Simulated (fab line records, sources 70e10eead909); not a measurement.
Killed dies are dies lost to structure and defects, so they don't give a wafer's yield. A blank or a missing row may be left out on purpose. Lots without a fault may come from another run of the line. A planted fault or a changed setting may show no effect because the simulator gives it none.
Chamber matching | flow nand_harc | NHARC_A_DECK1_JOINT_ETCHBACK_07 on rie_si-01: 4 sister chambers
The step etches the open film in HBr, target depth 105 nm, time 26.9 s. 18 wafers are shown with their chamber, then 9 later ones without.

WAFERS WITH THEIR CHAMBER
wafer  | chamber | drypump_motor_current_A (A) | oes_product_au (a.u.) | throttle_valve_pct (%)
L076.3 | 3       | 6.0                         | 0.995                 | 23.257
L076.4 | 1       | 5.4                         | 1.021                 | 23.262
L076.5 | 1       | 5.4                         | 1.013                 | 23.268
L077.1 | 0       | 5.6                         | 0.977                 | 23.273
L077.2 | 2       | 5.0                         | 0.991                 | 23.250
L077.4 | 3       | 6.1                         | 1.002                 | 23.274
L079.2 | 1       | 5.5                         | 1.028                 | 23.259
L079.3 | 0       | 5.6                         | 0.975                 | 23.284
L079.4 | 1       | 5.5                         | 1.037                 | 23.270
L083.1 | 1       | 5.5                         | 1.025                 | 23.263
L083.3 | 0       | 5.6                         | 0.974                 | 23.269
L083.5 | 2       | 5.0                         | 0.987                 | 23.267
L084.2 | 0       | 5.6                         | 0.979                 | 23.252
L084.5 | 1       | 5.5                         | 1.032                 | 23.273
L084.6 | 2       | 5.0                         | 0.982                 | 23.255
L088.1 | 1       | 5.4                         | 1.018                 | 23.265
L088.3 | 3       | 6.1                         | 1.007                 | 23.269
L088.4 | 0       | 5.6                         | 0.999                 | 23.234

SIGNATURES (means of the wafers above)
reading                 | chamber 0 | chamber 1 | chamber 2 | chamber 3 | scatter within a chamber
drypump_motor_current_A | 5.600     | 5.457     | 5.000     | 6.067     | 0.0412
oes_product_au          | 0.98080   | 1.02486   | 0.98667   | 1.00133   | 0.00825
throttle_valve_pct      | 23.26240  | 23.26571  | 23.25733  | 23.26667  | 0.0119
Rule: a wafer's distance from a chamber is the root of the sum, over the readings, of the square of ((its reading less the chamber's mean) divided by the reading's scatter). The wafer belongs to the nearest chamber; if the next one is less than 2 further off, it can't be placed. The scatter: the root of (the sum of the squares of (reading less its chamber's mean) over the shown wafers, divided by (wafers less chambers)).

WAFERS WITHOUT THEIR CHAMBER
wafer  | drypump_motor_current_A (A) | oes_product_au (a.u.) | throttle_valve_pct (%)
L091.4 | 6.1                         | 1.007                 | 23.269
L091.5 | 5.4                         | 1.032                 | 23.264
L091.6 | 5.0                         | 0.976                 | 23.263
L093.2 | 5.5                         | 0.996                 | 23.263
L093.5 | 6.0                         | 1.004                 | 23.263
L093.6 | 5.0                         | 0.981                 | 23.263
L095.1 | 5.4                         | 1.026                 | 23.271
L095.4 | 6.1                         | 1.006                 | 23.280
L095.6 | 5.4                         | 1.017                 | 23.265

WHICH CHAMBER EACH WENT THROUGH
wafer  | from the rows above     | in truth
L091.4 | 3                       | 3
L091.5 | 1                       | 1
L091.6 | 2                       | 2
L093.2 | can't be placed: 0 or 1 | 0
L093.5 | 3                       | 3
L093.6 | 2                       | 2
L095.1 | 1                       | 1
L095.4 | 3                       | 3
L095.6 | 1                       | 1
Placed correctly: 8 of 9. Can't be placed from these rows: 1 (the true chamber is among the candidates in 1). Placed wrongly: 0.
